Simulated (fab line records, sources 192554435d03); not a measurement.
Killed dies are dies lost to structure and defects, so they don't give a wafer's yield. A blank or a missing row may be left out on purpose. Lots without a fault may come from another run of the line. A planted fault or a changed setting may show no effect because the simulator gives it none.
Which tool did it? | flow n5_finfet | 11 lots, 32 wafers sampled, at 2 steps of a route of 1938

WHAT THE GAUGES READ, wafer by wafer
N5_BEOL_M9_INSPECT_13: inspects for defects (brightfield).
lot  | measured     | on                | raw_defect_count
L497 | day 9 19:52  | defect_inspect-02 | 697 496 569
L501 | day 11 08:31 | defect_inspect-01 | 362 322 352
L500 | day 11 16:53 | defect_inspect-02 | 439 467 564
L507 | day 13 06:37 | defect_inspect-02 | 422 525
L505 | day 13 06:47 | defect_inspect-01 | 530 383 611
L508 | day 13 15:47 | defect_inspect-02 | 366 416 493
L511 | day 14 05:45 | defect_inspect-01 | 371 483 585
L515 | day 15 03:21 | defect_inspect-02 | 530 596 408
L516 | day 15 08:43 | defect_inspect-01 | 456 344 332
L518 | day 15 14:47 | defect_inspect-02 | 617 631 575
L520 | day 16 12:20 | defect_inspect-01 | 237 402 366

WHICH TOOL RAN EACH LOT (tool, then ch and the chambers of the sampled wafers, then the start)
lot  | N5_BEOL_M9_HM_DEP_02
L497 | pvd_sputter-01, day 9 19:23
L501 | pvd_sputter-02, day 11 07:58
L500 | pvd_sputter-03, day 11 16:20
L507 | pvd_sputter-03, day 13 06:04
L505 | pvd_sputter-03, day 13 06:10
L508 | pvd_sputter-01, day 13 15:14
L511 | pvd_sputter-02, day 14 05:19
L515 | pvd_sputter-02, day 15 02:42
L516 | pvd_sputter-03, day 15 08:17
L518 | pvd_sputter-03, day 15 14:14
L520 | pvd_sputter-02, day 16 11:47
- N5_BEOL_M9_HM_DEP_02: deposits TiN, target thk 20 nm.

THE ANSWER, worked out from the rows above alone
Rule: what is usual is taken from the lots themselves. Put in order of their means at a reading, lots are off if they are a third of the lots or fewer, leave a main group of 4 or more, and stand apart from it by a gap of 3 or more times the standard deviation of the main group's means; of several such gaps the widest counts. A main group whose means are all the same, to the digits that the tables above print for the reading, isn't used. A lot without any number at a reading at which 4 lots or more have one is off too. The other lots that the step has rows for count as sound.
No lot is off at any reading shown: from this, nothing can be told.

WHAT THE SIMULATOR HAD PUT IN
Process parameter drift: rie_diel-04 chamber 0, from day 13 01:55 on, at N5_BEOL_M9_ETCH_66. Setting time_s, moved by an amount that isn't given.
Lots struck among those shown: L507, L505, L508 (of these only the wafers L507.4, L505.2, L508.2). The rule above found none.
